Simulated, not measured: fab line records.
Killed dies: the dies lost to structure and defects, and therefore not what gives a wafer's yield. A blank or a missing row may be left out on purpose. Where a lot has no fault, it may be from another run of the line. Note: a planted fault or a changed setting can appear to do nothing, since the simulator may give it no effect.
Which tool is to blame? + flow n5Finfet + 72 wafers from 24 lots sampled at 5 of the route's 1938 steps

## WHAT EACH GAUGE READ, for each wafer
N5_MOL_CONTACT_COAG_OVL_MEAS_41. Usual: VD_OVL typically reads -0.3 nm, with standard deviation 0.7.
| lot  | measured     | on         | VD_OVL (nm)    | flag |
|------|--------------|------------|----------------|------|
| L074 | day 5 04:23  | overlay-02 | -2.4 -0.7 -1.2 |      |
| L075 | day 5 10:31  | overlay-01 | -1.4 -0.7 -0.8 |      |
| L076 | day 5 18:31  | overlay-01 | -0.3 -1.1 -0.2 |      |
| L077 | day 6 02:59  | overlay-01 | 1.1 -0.1 0.6   |      |
| L078 | day 6 03:59  | overlay-02 | -1.2 -1.0 -0.6 |      |
| L079 | day 6 16:49  | overlay-02 | 0.0 0.6 -0.4   |      |
| L080 | day 6 20:55  | overlay-01 | 0.2 0.4 0.4    |      |
| L081 | day 7 01:14  | overlay-01 | 0.2 -0.5 0.3   |      |
| L082 | day 7 05:18  | overlay-02 | -0.2 -0.1 0.5  |      |
| L083 | day 7 10:03  | overlay-01 | 0.6 0.1 0.6    |      |
| L084 | day 7 20:42  | overlay-02 | 0.6 -0.2 0.3   |      |
| L085 | day 7 22:37  | overlay-02 | 0.7 0.3 -0.3   |      |
| L086 | day 8 06:38  | overlay-02 | 0.4 -0.5 -0.2  |      |
| L087 | day 8 13:35  | overlay-02 | -0.1 0.8 -0.7  |      |
| L088 | day 8 17:26  | overlay-02 | 0.1 -1.6 -0.5  |      |
| L089 | day 8 22:53  | overlay-02 | 0.2 -0.3 -1.5  |      |
| L090 | day 9 03:05  | overlay-02 | -1.1 0.5 0.5   |      |
| L091 | day 9 11:23  | overlay-02 | -0.8 0.5 0.1   |      |
| L093 | day 9 22:29  | overlay-02 | 0.7 0.7 1.1    |      |
| L094 | day 10 06:45 | overlay-02 | -0.7 -0.3 -0.8 |      |
| L092 | day 10 06:55 | overlay-02 | 0.2 0.4 0.9    |      |
| L095 | day 10 10:29 | overlay-02 | -0.8 -0.7 -1.8 |      |
| L096 | day 10 17:05 | overlay-02 | -1.8 -1.2 -0.7 |      |
| L097 | day 10 23:38 | overlay-02 | -0.4 -0.6 -0.8 |      |

N5_MOL_CONTACT_COAG_CD_MEAS_101: target cd 16 nm. Usual: cdNm 15.9 nm, standard deviation 0.35.
| lot  | measured     | on       | cdNm (nm)      | flag |
|------|--------------|----------|----------------|------|
| L074 | day 5 05:38  | cdSem-03 | 15.6 16.1 15.9 |      |
| L075 | day 5 11:31  | cdSem-02 | 16.5 15.7 16.6 |      |
| L076 | day 5 20:11  | cdSem-03 | 16.1 15.5 15.4 |      |
| L077 | day 6 04:52  | cdSem-01 | 15.6 15.5 15.7 |      |
| L078 | day 6 05:49  | cdSem-02 | 15.9 15.9 16.1 |      |
| L079 | day 6 18:43  | cdSem-02 | 16.0 15.1 15.8 |      |
| L080 | day 6 23:03  | cdSem-01 | 16.5 16.2 16.0 |      |
| L081 | day 7 02:27  | cdSem-02 | 16.2 16.3 16.5 |      |
| L082 | day 7 06:12  | cdSem-03 | 16.0 15.8 16.1 |      |
| L083 | day 7 11:21  | cdSem-03 | 15.8 15.8 15.4 |      |
| L084 | day 7 21:43  | cdSem-03 | 15.7 15.8 16.0 |      |
| L085 | day 7 23:31  | cdSem-02 | 15.9 15.8 15.3 |      |
| L086 | day 8 07:33  | cdSem-01 | 15.8 15.8 15.6 |      |
| L087 | day 8 14:55  | cdSem-03 | 15.9 16.1 16.0 |      |
| L088 | day 8 18:22  | cdSem-01 | 15.8 15.8 15.6 |      |
| L089 | day 8 23:47  | cdSem-03 | 15.6 16.2 15.7 |      |
| L090 | day 9 04:00  | cdSem-02 | 16.4 16.2 16.1 |      |
| L091 | day 9 12:20  | cdSem-01 | 15.8 16.3 15.7 |      |
| L093 | day 9 23:27  | cdSem-02 | 15.7 15.1 15.7 |      |
| L094 | day 10 07:52 | cdSem-03 | 15.7 15.7 16.5 |      |
| L092 | day 10 07:58 | cdSem-01 | 15.6 16.7 16.0 |      |
| L095 | day 10 11:31 | cdSem-01 | 15.5 16.3 15.3 |      |
| L096 | day 10 18:14 | cdSem-01 | 15.9 15.9 15.7 |      |
| L097 | day 11 00:46 | cdSem-03 | 16.4 15.6 16.3 |      |

N5_BEOL_M0_SAQP_CD_MEAS_14: target cd 42.5 nm. Usual: cdNm 42.3 nm, standard deviation 0.35.
| lot  | measured     | on       | cdNm (nm)      | flag |
|------|--------------|----------|----------------|------|
| L074 | day 5 11:28  | cdSem-02 | 42.2 42.8 42.2 |      |
| L075 | day 5 16:40  | cdSem-03 | 41.7 41.7 42.0 |      |
| L076 | day 6 02:53  | cdSem-02 | 41.8 41.5 42.3 |      |
| L077 | day 6 11:40  | cdSem-01 | 42.8 42.2 42.6 |      |
| L078 | day 6 13:52  | cdSem-01 | 42.0 42.1 42.4 |      |
| L079 | day 7 00:26  | cdSem-03 | 42.3 42.2 42.2 |      |
| L080 | day 7 05:20  | cdSem-03 | 42.3 42.9 42.1 |      |
| L081 | day 7 08:49  | cdSem-01 | 42.8 42.0 42.4 |      |
| L082 | day 7 13:38  | cdSem-03 | 41.9 41.9 42.5 |      |
| L083 | day 7 17:57  | cdSem-02 | 42.1 42.1 41.4 |      |
| L084 | day 8 03:05  | cdSem-03 | 42.4 42.0 42.4 |      |
| L085 | day 8 07:28  | cdSem-03 | 42.5 42.0 42.0 |      |
| L086 | day 8 13:09  | cdSem-03 | 43.1 42.6 42.9 |      |
| L087 | day 8 21:29  | cdSem-01 | 41.8 42.1 42.5 |      |
| L088 | day 9 01:07  | cdSem-02 | 42.1 42.5 42.1 |      |
| L089 | day 9 05:59  | cdSem-01 | 42.8 42.2 42.5 |      |
| L090 | day 9 09:50  | cdSem-03 | 42.4 42.1 42.4 |      |
| L091 | day 10 06:00 | cdSem-02 | 43.3 42.9 42.9 |      |
| L093 | day 10 05:41 | cdSem-03 | 41.9 42.1 41.6 |      |
| L094 | day 10 13:22 | cdSem-03 | 41.8 42.1 42.5 |      |
| L092 | day 10 16:48 | cdSem-01 | 42.6 42.3 42.2 |      |
| L095 | day 10 19:13 | cdSem-03 | 41.9 42.4 42.4 |      |
| L096 | day 11 01:27 | cdSem-01 | 42.4 42.3 42.5 |      |
| L097 | day 11 06:41 | cdSem-02 | 41.8 42.1 42.6 |      |

## WHAT TOOL EACH LOT RAN ON (gives the tool, then ch and the chambers of the sampled wafers, and finally the start)
| lot  | N5_MOL_CONTACT_COAG_PRE_CLEAN_142 | N5_BEOL_M0_SAQP_HM_DEP_111      |
|------|-----------------------------------|---------------------------------|
| L074 | pvdSputter-02, day 4 21:38        | pecvd-02 ch 0,1,2, day 5 11:01  |
| L075 | pvdSputter-03, day 5 04:08        | pecvd-03 ch 1,2, day 5 16:13    |
| L076 | pvdSputter-03, day 5 12:35        | pecvd-02 ch 0,1,2, day 6 02:26  |
| L077 | pvdSputter-02, day 5 19:21        | pecvd-02 ch 0,1,2, day 6 11:19  |
| L078 | pvdSputter-03, day 5 21:02        | pecvd-03 ch 0,2, day 6 13:25    |
| L079 | pvdSputter-01, day 6 11:07        | pecvd-02 ch 1,2, day 6 23:59    |
| L080 | pvdSputter-02, day 6 15:41        | pecvd-02 ch 0,1,2, day 7 04:53  |
| L081 | pvdSputter-01, day 6 19:38        | pecvd-01 ch 0,1,2, day 7 08:29  |
| L082 | pvdSputter-01, day 6 23:25        | pecvd-01 ch 0,1,2, day 7 13:20  |
| L083 | pvdSputter-03, day 7 04:49        | pecvd-02 ch 1,2, day 7 17:31    |
| L084 | pvdSputter-03, day 7 15:12        | pecvd-03 ch 0,1, day 8 02:46    |
| L085 | pvdSputter-01, day 7 17:12        | pecvd-02 ch 1,2, day 8 07:09    |
| L086 | pvdSputter-01, day 8 00:56        | pecvd-01 ch 0,1,2, day 8 12:50  |
| L087 | pvdSputter-03, day 8 06:23        | pecvd-03 ch 0,1, day 8 21:10    |
| L088 | pvdSputter-03, day 8 10:53        | pecvd-01 ch 0, day 9 00:39      |
| L089 | pvdSputter-01, day 8 17:13        | pecvd-02 ch 0,2, day 9 05:32    |
| L090 | pvdSputter-03, day 8 20:48        | pecvd-03 ch 0,2, day 9 09:31    |
| L091 | pvdSputter-03, day 9 05:59        | pecvd-01 ch 0,1, day 10 05:33   |
| L093 | pvdSputter-03, day 9 17:10        | pecvd-02 ch 0,1,2, day 10 05:22 |
| L094 | pvdSputter-01, day 10 00:58       | pecvd-01 ch 0,1, day 10 12:55   |
| L092 | pvdSputter-02, day 10 01:01       | pecvd-01 ch 1,2, day 10 16:22   |
| L095 | pvdSputter-02, day 10 05:08       | pecvd-03 ch 0,1,2, day 10 18:53 |
| L096 | pvdSputter-03, day 10 11:50       | pecvd-01 ch 0,1, day 11 01:00   |
| L097 | pvdSputter-03, day 10 17:43       | pecvd-01 ch 0,2, day 11 06:22   |
- N5_MOL_CONTACT_COAG_PRE_CLEAN_142: time 60 s.
- N5_BEOL_M0_SAQP_HM_DEP_111: deposits SiO2 from SiH4/N2O, target thk 12 nm, time 7.2 s.

## WHAT THE TOOLS THEMSELVES READ (means of the sampled wafers that have a number; where no wafer has one, the mark that the record gives instead)
N5_MOL_CONTACT_COAG_PRE_CLEAN_142. Usual: heaterPowerW 465 W, standard deviation 47.
| lot  | tool          | heaterPowerW (W) | flag |
|------|---------------|------------------|------|
| L074 | pvdSputter-02 | 446              |      |
| L075 | pvdSputter-03 | 499              |      |
| L076 | pvdSputter-03 | 521              |      |
| L077 | pvdSputter-02 | 457              |      |
| L078 | pvdSputter-03 | 494              |      |
| L079 | pvdSputter-01 | 469              |      |
| L080 | pvdSputter-02 | 437              |      |
| L081 | pvdSputter-01 | 452              |      |
| L082 | pvdSputter-01 | 459              |      |
| L083 | pvdSputter-03 | 549              |      |
| L084 | pvdSputter-03 | 427              |      |
| L085 | pvdSputter-01 | 450              |      |
| L086 | pvdSputter-01 | 447              |      |
| L087 | pvdSputter-03 | 515              |      |
| L088 | pvdSputter-03 | 471              |      |
| L089 | pvdSputter-01 | 468              |      |
| L090 | pvdSputter-03 | 473              |      |
| L091 | pvdSputter-03 | 477              |      |
| L093 | pvdSputter-03 | 481              |      |
| L094 | pvdSputter-01 | 471              |      |
| L092 | pvdSputter-02 | 445              |      |
| L095 | pvdSputter-02 | 466              |      |
| L096 | pvdSputter-03 | 448              |      |
| L097 | pvdSputter-03 | 481              |      |

N5_BEOL_M0_SAQP_HM_DEP_111. Usual: heaterPowerW 745 W, standard deviation 95; rfFwdPowerW 273.0 W, standard deviation 0.93; showerheadPlenumPTorr 8.14 Torr, standard deviation 0.15.
| lot  | tool     | heaterPowerW (W) | rfFwdPowerW (W) | showerheadPlenumPTorr (Torr) | flag |
|------|----------|------------------|-----------------|------------------------------|------|
| L074 | pecvd-02 | 712              | 272.8           | 8.10                         |      |
| L075 | pecvd-03 | 756              | 272.6           | 7.96                         |      |
| L076 | pecvd-02 | 672              | 273.2           | 8.12                         |      |
| L077 | pecvd-02 | 666              | 273.7           | 8.12                         |      |
| L078 | pecvd-03 | 842              | 272.9           | 8.26                         |      |
| L079 | pecvd-02 | 661              | 273.0           | 8.19                         |      |
| L080 | pecvd-02 | 655              | 273.3           | 8.10                         |      |
| L081 | pecvd-01 | 807              | 272.7           | 8.18                         |      |
| L082 | pecvd-01 | 830              | 272.8           | 8.19                         |      |
| L083 | pecvd-02 | 687              | 273.9           | 8.18                         |      |
| L084 | pecvd-03 | 730              | 272.3           | 8.15                         |      |
| L085 | pecvd-02 | 652              | 272.8           | 8.06                         |      |
| L086 | pecvd-01 | 785              | 273.1           | 8.18                         |      |
| L087 | pecvd-03 | 732              | 272.4           | 8.00                         |      |
| L088 | pecvd-01 | 734              | 273.1           | 8.25                         |      |
| L089 | pecvd-02 | 696              | 273.6           | 8.17                         |      |
| L090 | pecvd-03 | 821              | 272.8           | 8.27                         |      |
| L091 | pecvd-01 | 842              | 273.0           | 8.17                         |      |
| L093 | pecvd-02 | 645              | 272.7           | 8.11                         |      |
| L094 | pecvd-01 | 790              | 273.9           | 8.17                         |      |
| L092 | pecvd-01 | 869              | 272.1           | 8.16                         |      |
| L095 | pecvd-03 | 788              | 272.7           | 8.12                         |      |
| L096 | pecvd-01 | 834              | 273.9           | 8.18                         |      |
| L097 | pecvd-01 | 768              | 272.3           | 8.20                         |      |

## THE ANSWER, worked out from the rows above alone
Rule: a lot is off if the mean of its wafers that have a number lies more than 3 standard deviations from the usual mean. Also off: a lot with no number at a reading for which 4 or more lots have one. Where the step has rows for the other lots, those lots are counted as sound. First the gauges in route order, then the tools' own readings, where a lot's mean is used as printed above. At the first step where some lot is off, the reading lying furthest off is the one used; lots without a number count as furthest.
Across all readings shown, no lot is off: no conclusion can be drawn from this.

## WHAT THE SIMULATOR HAD INSERTED
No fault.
